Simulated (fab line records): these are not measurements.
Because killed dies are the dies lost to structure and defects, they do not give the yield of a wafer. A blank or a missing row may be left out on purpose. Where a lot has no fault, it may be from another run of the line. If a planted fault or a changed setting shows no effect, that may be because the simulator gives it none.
The tool behind it: which one? / flow n5Finfet / 12 lots, 36 wafers sampled, at 2 steps of a route of 1938

== WHAT THE GAUGES SHOWED, per wafer ==
N5_BEOL_M3_INSPECT_30: inspects for defects (brightfield).
lot=L075; measured=day 7 09:02; on=defectInspect-02; rawDefectCount=366 357 337
lot=L078; measured=day 7 14:57; on=defectInspect-01; rawDefectCount=444 320 365
lot=L079; measured=day 8 04:43; on=defectInspect-01; rawDefectCount=402 501 542
lot=L081; measured=day 9 09:20; on=defectInspect-02; rawDefectCount=519 449 472
lot=L082; measured=day 9 10:16; on=defectInspect-01; rawDefectCount=462 643 512
lot=L085; measured=day 9 14:26; on=defectInspect-01; rawDefectCount=617 569 514
lot=L087; measured=day 9 21:40; on=defectInspect-01; rawDefectCount=393 477 431
lot=L088; measured=day 11 07:38; on=defectInspect-01; rawDefectCount=420 408 373
lot=L091; measured=day 11 14:17; on=defectInspect-02; rawDefectCount=367 357 334
lot=L093; measured=day 11 19:35; on=defectInspect-01; rawDefectCount=301 391 322
lot=L094; measured=day 12 05:27; on=defectInspect-01; rawDefectCount=538 428 488
lot=L096; measured=day 13 03:11; on=defectInspect-02; rawDefectCount=344 303 277

== WHAT TOOL EACH LOT RAN ON (gives the tool, then ch and the chambers of the sampled wafers, and finally the start) ==
lot=L075; N5_BEOL_M3_HM_OPEN_17=rieMetal-03 ch 0, day 7 08:07
lot=L078; N5_BEOL_M3_HM_OPEN_17=rieMetal-03 ch 0,1, day 7 14:23
lot=L079; N5_BEOL_M3_HM_OPEN_17=rieMetal-03 ch 0,1, day 8 04:05
lot=L081; N5_BEOL_M3_HM_OPEN_17=rieMetal-01 ch 0,1, day 9 08:43
lot=L082; N5_BEOL_M3_HM_OPEN_17=rieMetal-01 ch 1, day 9 09:29
lot=L085; N5_BEOL_M3_HM_OPEN_17=rieMetal-01 ch 0,1, day 9 13:51
lot=L087; N5_BEOL_M3_HM_OPEN_17=rieMetal-01 ch 0,1, day 9 20:58
lot=L088; N5_BEOL_M3_HM_OPEN_17=rieMetal-03 ch 0, day 11 07:01
lot=L091; N5_BEOL_M3_HM_OPEN_17=rieMetal-02 ch 0,1, day 11 13:30
lot=L093; N5_BEOL_M3_HM_OPEN_17=rieMetal-03 ch 0,1, day 11 18:53
lot=L094; N5_BEOL_M3_HM_OPEN_17=rieMetal-03 ch 0,1, day 12 04:31
lot=L096; N5_BEOL_M3_HM_OPEN_17=rieMetal-01 ch 0,1, day 13 02:34
- N5_BEOL_M3_HM_OPEN_17: chemistry Cl2/BCl3, target TiN, target depth 20 nm, overetch 6 nm.

== THE ANSWER, worked out from the rows above alone ==
Rule: what is usual is taken from the lots themselves. Put in order of their means at a reading, lots are off if they are a third of the lots or fewer, leave a main group of 4 or more, and stand apart from it by a gap of 3 or more times the standard deviation of the main group's means; of several such gaps the widest counts. A main group is skipped when, at the precision printed for the reading in the tables above, its means are all equal. A lot without any number at a reading at which 4 lots or more have one is off too. The other lots that the step has rows for count as sound.
Across all readings shown, no lot is off: no conclusion can be drawn from this.

== WHAT THE SIMULATOR PUT IN ==
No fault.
